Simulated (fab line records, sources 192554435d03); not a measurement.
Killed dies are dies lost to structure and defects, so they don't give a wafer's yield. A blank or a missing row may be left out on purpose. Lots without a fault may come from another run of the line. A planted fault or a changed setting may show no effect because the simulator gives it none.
Which tool did it? | flow n5_finfet | 9 lots, 26 wafers sampled, at 5 steps of a route of 1938

WHAT THE GAUGES READ, wafer by wafer
N5_BEOL_M4_RC_MEAS_101.
lot  | measured     | on        | DIBL_N (mV/V)
L942 | day 7 22:57  | prober-02 | 37.0 36.5 36.5
L945 | day 9 05:14  | prober-02 | 35.8 37.4 35.5
L949 | day 9 11:38  | prober-02 | 33.1 36.3
L959 | day 11 21:08 | prober-02 | 39.6 38.2 36.8
L961 | day 12 12:03 | prober-01 | 36.3 33.1 34.3
L962 | day 13 07:49 | prober-01 | 37.3 35.4 35.8
L963 | day 13 22:16 | prober-02 | 36.2 37.0 35.5
L964 | day 13 22:01 | prober-01 | 38.1 37.9 35.8
L965 | day 14 01:53 | prober-02 | 34.6 36.8 36.9

WHICH TOOL RAN EACH LOT (tool, then ch and the chambers of the sampled wafers, then the start)
lot  | N5_SD_EPI_N_ETCH_16               | N5_SD_EPI_N_PRECLEAN_49            | N5_SD_EPI_P_DESCUM_14             | N5_SD_EPI_P_ETCH_36
L942 | rie_diel-06 ch 1,2,3, day 3 04:14 | remote_plasma-02 ch 0, day 3 07:07 | rie_diel-02 ch 0,2,3, day 3 08:03 | rie_diel-02 ch 0,2,3, day 3 08:05
L945 | rie_diel-05 ch 0,1, day 3 21:47   | remote_plasma-01 ch 0, day 4 01:26 | rie_diel-03 ch 0,2,3, day 4 02:21 | rie_diel-03 ch 0,2,3, day 4 02:23
L949 | rie_diel-04 ch 2,3, day 4 20:16   | remote_plasma-01 ch 1, day 4 23:15 | rie_diel-02 ch 1,2, day 5 00:20   | rie_diel-02 ch 1,2, day 5 00:23
L959 | rie_diel-05 ch 0,1, day 7 06:21   | remote_plasma-01 ch 1, day 7 10:59 | rie_diel-01 ch 1,2,3, day 7 12:23 | rie_diel-01 ch 1,2,3, day 7 12:25
L961 | rie_diel-06 ch 1,3, day 7 20:10   | remote_plasma-02 ch 0, day 7 23:06 | rie_diel-02 ch 2,3, day 7 23:56   | rie_diel-02 ch 2,3, day 7 23:58
L962 | rie_diel-04 ch 1, day 8 01:37     | remote_plasma-01 ch 1, day 8 04:31 | rie_diel-01 ch 0,1,3, day 8 05:55 | rie_diel-01 ch 0,1,3, day 8 05:57
L963 | rie_diel-04 ch 2,3, day 8 06:55   | remote_plasma-01 ch 1, day 8 09:52 | rie_diel-03 ch 1,2,3, day 8 10:54 | rie_diel-03 ch 1,2,3, day 8 10:56
L964 | rie_diel-04 ch 1,2, day 8 17:23   | remote_plasma-02 ch 0, day 8 20:18 | rie_diel-01 ch 2,3, day 8 21:29   | rie_diel-01 ch 2,3, day 8 21:31
L965 | rie_diel-05 ch 0,1, day 8 19:44   | remote_plasma-01 ch 0, day 8 22:40 | rie_diel-01 ch 0,2,3, day 8 23:28 | rie_diel-01 ch 0,2,3, day 8 23:30
- N5_SD_EPI_N_ETCH_16: etches SiO2 in CHF3/O2, target depth 5 nm.
- N5_SD_EPI_N_PRECLEAN_49: cleans in NF3:NH3, afs cycles 1, time 20 s, sublimation time 60 s.
- N5_SD_EPI_P_DESCUM_14: chemistry O2, time 7.9 s.
- N5_SD_EPI_P_ETCH_36: etches SiARC in CF4, target depth 45.5 nm, time 75.8 s.

THE ANSWER, worked out from the rows above alone
Rule: what is usual is taken from the lots themselves. Put in order of their means at a reading, lots are off if they are a third of the lots or fewer, leave a main group of 4 or more, and stand apart from it by a gap of 3 or more times the standard deviation of the main group's means; of several such gaps the widest counts. A main group whose means are all the same, to the digits that the tables above print for the reading, isn't used. A lot without any number at a reading at which 4 lots or more have one is off too. The other lots that the step has rows for count as sound.
No lot is off at any reading shown: from this, nothing can be told.

WHAT THE SIMULATOR HAD PUT IN
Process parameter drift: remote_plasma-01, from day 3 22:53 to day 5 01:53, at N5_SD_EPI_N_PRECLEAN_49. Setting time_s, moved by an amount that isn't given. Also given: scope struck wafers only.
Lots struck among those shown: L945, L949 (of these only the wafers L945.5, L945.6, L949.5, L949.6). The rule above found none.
